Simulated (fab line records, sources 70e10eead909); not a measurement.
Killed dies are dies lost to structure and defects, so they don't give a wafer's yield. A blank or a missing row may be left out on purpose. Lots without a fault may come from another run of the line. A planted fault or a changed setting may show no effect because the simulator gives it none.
Chamber matching | flow nand_harc | NHARC_A_ZERO_WELL_ETCH_19 on rie_diel-12: 4 sister chambers
The step etches the open film in N2/H2, target depth 80 nm, overetch 24 nm, time 87.88 s. 4 wafers are shown with their chamber, then 10 later ones without.

WAFERS WITH THEIR CHAMBER
wafer  | chamber | rf_vpp_V (V)
L449.2 | 3       | 433.2
L449.4 | 2       | 431.1
L458.3 | 1       | 432.0
L458.4 | 0       | 427.5

WAFERS WITHOUT THEIR CHAMBER
wafer  | rf_vpp_V (V)
L458.5 | 432.1
L459.1 | 432.1
L459.5 | 426.6
L459.6 | 431.2
L461.3 | 430.2
L461.4 | 431.9
L461.6 | 430.9
L462.1 | 424.0
L462.4 | 431.0
L462.5 | 431.7

WHICH CHAMBER EACH WENT THROUGH
wafer  | from the rows above               | in truth
L458.5 | can't be placed: 1 or 2 or 3      | 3
L459.1 | can't be placed: 1 or 2 or 3      | 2
L459.5 | 0                                 | 0
L459.6 | can't be placed: 2 or 1 or 3      | 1
L461.3 | can't be placed: 2 or 1 or 0 or 3 | 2
L461.4 | can't be placed: 1 or 2 or 3      | 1
L461.6 | can't be placed: 2 or 1 or 3      | 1
L462.1 | 0                                 | 0
L462.4 | can't be placed: 2 or 1 or 3      | 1
L462.5 | can't be placed: 1 or 2 or 3      | 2
Placed correctly: 2 of 10. Can't be placed from these rows: 8 (the true chamber is among the candidates in 8). Placed wrongly: 0.
How it was worked out, from the rows above alone: a wafer's distance from a chamber is the root of the sum, over the readings, of the square of ((its reading less the chamber's mean) divided by the reading's scatter). The wafer belongs to the nearest chamber; if the next one is less than 2 further off, it can't be placed. A chamber's mean is the mean of its shown wafers. The scatter: with one shown wafer a chamber, the root of the mean of the squares of how far each hidden wafer lies from its nearest shown one.
